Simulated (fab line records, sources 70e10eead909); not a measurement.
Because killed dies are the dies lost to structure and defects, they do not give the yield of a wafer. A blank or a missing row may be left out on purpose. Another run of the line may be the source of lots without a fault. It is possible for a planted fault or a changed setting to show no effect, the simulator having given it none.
Which tool is to blame? | flow nand harc | 12 lots, 36 wafers sampled, at 7 steps of a route of 1302

## WHAT EACH GAUGE READ, for each wafer
NHARC_P_ZERO_WELL_CD_MEAS_37: target cd 720 nm. Usual: cd nm reads 720.6 nm (standard deviation 2.5).
lot  | measured    | on        | cd nm (nm)        | flag
L673 | day 2 20:14 | cd sem-01 | 723.1 722.7 719.9 |
L674 | day 3 06:07 | cd sem-03 | 717.9 720.5 716.8 |
L675 | day 3 16:16 | cd sem-02 | 717.9 720.6 719.7 |
L676 | day 4 02:23 | cd sem-02 | 725.2 720.4 718.5 |
L677 | day 4 12:04 | cd sem-03 | 721.0 719.7 719.8 |
L679 | day 5 08:08 | cd sem-02 | 724.9 721.1 724.5 |
L680 | day 5 18:08 | cd sem-03 | 717.5 723.1 718.5 |
L682 | day 6 14:08 | cd sem-01 | 718.7 717.1 721.4 |
L683 | day 7 00:19 | cd sem-01 | 718.8 721.3 718.8 |
L684 | day 7 10:05 | cd sem-02 | 719.8 724.0 722.8 |
L685 | day 7 20:12 | cd sem-01 | 724.4 719.9 717.8 |
L687 | day 8 16:01 | cd sem-03 | 720.6 725.4 724.9 |

NHARC_P_ZERO_WELL_CD_MEAS_52: target cd 2000 nm. Usual: cd nm reads 1999.7 nm (standard deviation 2.8).
lot  | measured    | on        | cd nm (nm)           | flag
L673 | day 2 21:52 | cd sem-03 | 2005.5 2003.4 2000.8 |
L674 | day 3 07:45 | cd sem-02 | 2000.6 1997.4 2003.9 |
L675 | day 3 17:59 | cd sem-01 | 1997.9 1996.9 2000.8 |
L676 | day 4 04:02 | cd sem-01 | 2000.7 2001.1 1998.6 |
L677 | day 4 13:35 | cd sem-01 | 1998.3 1996.8 1997.1 |
L679 | day 5 09:40 | cd sem-03 | 1997.5 2000.6 1996.7 |
L680 | day 5 19:46 | cd sem-03 | 2005.0 2001.8 2002.5 |
L682 | day 6 15:47 | cd sem-03 | 1999.7 2000.5 1998.9 |
L683 | day 7 01:57 | cd sem-02 | 1998.0 2002.8 2003.5 |
L684 | day 7 11:46 | cd sem-03 | 2000.2 2001.7 1999.9 |
L685 | day 7 21:47 | cd sem-02 | 1999.6 2000.6 1998.7 |
L687 | day 8 17:41 | cd sem-02 | 2001.4 2001.4 2001.8 |

NHARC_P_STI_CD_MEAS_09: target cd 200 nm. Usual: cd nm reads 199 nm (standard deviation 3.4).
lot  | measured    | on        | cd nm (nm)  | flag
L673 | day 3 18:21 | cd sem-02 | 203 202 199 |
L674 | day 4 02:17 | cd sem-03 | 195 196 201 |
L675 | day 4 12:31 | cd sem-02 | 194 202 197 |
L676 | day 4 22:28 | cd sem-02 | 200 196 197 |
L677 | day 5 07:20 | cd sem-01 | 204 201 195 |
L679 | day 6 01:59 | cd sem-01 | 195 194 195 |
L680 | day 6 13:34 | cd sem-01 | 204 201 201 |
L682 | day 7 11:50 | cd sem-02 | 202 200 203 |
L683 | day 7 21:36 | cd sem-01 | 200 205 202 |
L684 | day 8 05:35 | cd sem-02 | 200 196 201 |
L685 | day 8 16:11 | cd sem-02 | 221 214 215 | OFF
L687 | day 9 13:34 | cd sem-02 | 203 200 195 |

NHARC_P_STI_OCD_MEAS_17. Usual: trench depth nm 299 nm, standard deviation 6.6; trench foot cd nm 157 nm, standard deviation 3.6.
lot  | measured    | on     | trench depth nm (nm) | trench foot cd nm (nm) | flag
L673 | day 3 19:08 | ocd-01 | 299 312 295          | 162 159 158            |
L674 | day 4 03:04 | ocd-02 | 303 288 292          | 152 155 161            |
L675 | day 4 13:18 | ocd-02 | 297 292 290          | 152 162 157            |
L676 | day 4 23:15 | ocd-02 | 298 292 289          | 158 156 157            |
L677 | day 5 08:07 | ocd-02 | 307 293 298          | 160 159 153            |
L679 | day 6 02:47 | ocd-01 | 296 292 310          | 153 153 152            |
L680 | day 6 14:21 | ocd-02 | 293 305 292          | 163 159 161            |
L682 | day 7 12:37 | ocd-02 | 291 290 301          | 161 159 161            |
L683 | day 7 22:23 | ocd-02 | 303 304 303          | 158 162 160            |
L684 | day 8 06:22 | ocd-02 | 308 298 290          | 157 154 160            |
L685 | day 8 16:59 | ocd-01 | 307 304 302          | 179 172 173            | OFF
L687 | day 9 14:20 | ocd-01 | 296 301 302          | 161 158 153            |

NHARC_END_SORT_01. Usual: killed at array 54, standard deviation 20; killed at other 0.7, standard deviation 0.94; killed at periphery 3.8, standard deviation 2.7; killed dies 59, standard deviation 20; killed open 3.5, standard deviation 1.9; killed short 2.5, standard deviation 1.6.
lot  | measured     | on        | killed at array | killed at other | killed at periphery | killed dies | killed open | killed short | flag
L677 | day 26 16:24 | prober-01 | 53 62 57        | 3 1 1           | 3 1 2               | 59 64 60    | 4 4 2       | 3 3 4        |
L685 | day 30 08:39 | prober-01 | 41 45 23        | 1 0 0           | 5 1 4               | 47 46 27    | 5 5 1       | 5 2 2        |

## WHAT TOOL EACH LOT RAN ON (gives the tool, then ch and the chambers of the sampled wafers, and finally the start)
lot  | NHARC_P_ZERO_WELL_ETCH_62                    | NHARC_P_STI_EXPOSE_06
L673 | rie diel-12 ch 0,1,2, day 2 20:14 or earlier | krf scanner-04 ch 0, day 3 18:12
L674 | rie diel-05 ch 0,1, day 3 06:07 or earlier   | krf scanner-03 ch 0, day 4 02:08
L675 | rie diel-12 ch 1,2, day 3 16:16 or earlier   | krf scanner-03 ch 0, day 4 12:22
L676 | rie diel-05 ch 0,1, day 4 02:23 or earlier   | krf scanner-04 ch 0, day 4 22:19
L677 | rie diel-12 ch 0,1, day 4 12:04 or earlier   | krf scanner-03 ch 0, day 5 07:11
L679 | rie diel-05 ch 0,1,2, day 5 08:08 or earlier | krf scanner-04 ch 0, day 6 01:50
L680 | rie diel-12 ch 0,1,3, day 5 18:08 or earlier | krf scanner-04 ch 0, day 6 13:25
L682 | rie diel-05 ch 0,1,2, day 6 14:08 or earlier | krf scanner-03 ch 0, day 7 11:41
L683 | rie diel-12 ch 0,2,3, day 7 00:19 or earlier | krf scanner-01 ch 0, day 7 21:27
L684 | rie diel-06 ch 0,2, day 7 10:05 or earlier   | krf scanner-03 ch 0, day 8 05:26
L685 | rie diel-12 ch 0,2, day 7 20:12 or earlier   | krf scanner-04 ch 0, day 8 16:02
L687 | rie diel-06 ch 0,2,3, day 8 16:01 or earlier | krf scanner-03 ch 0, day 9 13:25
- NHARC_P_ZERO_WELL_ETCH_62: etches the open film in CHF3/Ar, target depth 13 nm, time 6.5 s.
- NHARC_P_STI_EXPOSE_06: exposes mask P STI, target cd 200 nm.

## WHAT THE TOOLS THEMSELVES READ (means of the sampled wafers that have a number; where no wafer has one, the mark that the record gives instead)
NHARC_P_ZERO_WELL_ETCH_62. Usual: chf3 flow sccm 49.98 sccm, standard deviation 0.15; drypump motor current A 5.7 A, standard deviation 0.39; oes product au 0.964 a.u., standard deviation 0.019; rf vpp V 371.2 V, standard deviation 2; showerhead plenum p Torr 2.37 Torr, standard deviation 0.083; throttle valve pct 20.217 %, standard deviation 0.0098.
lot  | tool        | chf3 flow sccm (sccm) | drypump motor current A (A) | oes product au (a.u.) | rf vpp V (V) | showerhead plenum p Torr (Torr) | throttle valve pct (%) | flag
L673 | rie diel-12 | 49.99                 | 5.9                         | 0.957                 | 372.4        | 2.41                            | 20.219                 |
L674 | rie diel-05 | 49.92                 | 5.9                         | 0.983                 | 369.3        | 2.27                            | 20.217                 |
L675 | rie diel-12 | 50.00                 | 6.0                         | 0.991                 | 371.9        | 2.40                            | 20.216                 |
L676 | rie diel-05 | 49.84                 | 6.1                         | 0.983                 | 372.5        | 2.46                            | 20.218                 |
L677 | rie diel-12 | 49.97                 | 6.2                         | 0.960                 | 372.3        | 2.38                            | 20.215                 |
L679 | rie diel-05 | 49.98                 | 5.9                         | 0.958                 | 370.0        | 2.34                            | 20.223                 |
L680 | rie diel-12 | 50.12                 | 5.8                         | 0.959                 | 371.4        | 2.39                            | 20.219                 |
L682 | rie diel-05 | 50.10                 | 5.9                         | 0.961                 | 370.2        | 2.33                            | 20.211                 |
L683 | rie diel-12 | 49.93                 | 5.5                         | 0.945                 | 372.2        | 2.41                            | 20.221                 |
L684 | rie diel-06 | 50.13                 | 5.6                         | 0.970                 | 373.0        | 2.41                            | 20.226                 |
L685 | rie diel-12 | 49.96                 | 5.6                         | 0.943                 | 371.9        | 2.42                            | 20.210                 |
L687 | rie diel-06 | 49.90                 | 5.5                         | 0.965                 | 371.1        | 2.38                            | 20.211                 |

## THE ANSWER, worked out from the rows above alone
Rule: lot off if the mean of its wafers having a number is beyond 3 standard deviations from the usual mean. Also off: a lot with no number at a reading for which 4 or more lots have one. Any other lot the step has rows for is counted as sound. Order of review: gauges by route order, followed by the tools' own readings, for which a lot's mean as printed above is used. At the first step where some lot is off, the reading lying furthest off is the one used; lots without a number count as furthest.
Off: L685 (NHARC_P_STI_CD_MEAS_09, cd nm).
If a tool, at a process step before that reading, ran all the lots that are off and no sound lot after the first of them, it fits. The gauges at NHARC_P_STI_CD_MEAS_09 aren't tried: what is off there is off at NHARC_P_STI_OCD_MEAS_17 too, on other tools, and a gauge's error can't cause that. NHARC_P_ZERO_WELL_ETCH_62: start missing for some lots; hours and lot order therefore follow NHARC_P_ZERO_WELL_CD_MEAS_37. Undecided on this evidence; 2 tools fit (rie diel-12 at NHARC_P_ZERO_WELL_ETCH_62, krf scanner-04 at NHARC_P_STI_EXPOSE_06).

## WHAT THE SIMULATOR HAD INSERTED
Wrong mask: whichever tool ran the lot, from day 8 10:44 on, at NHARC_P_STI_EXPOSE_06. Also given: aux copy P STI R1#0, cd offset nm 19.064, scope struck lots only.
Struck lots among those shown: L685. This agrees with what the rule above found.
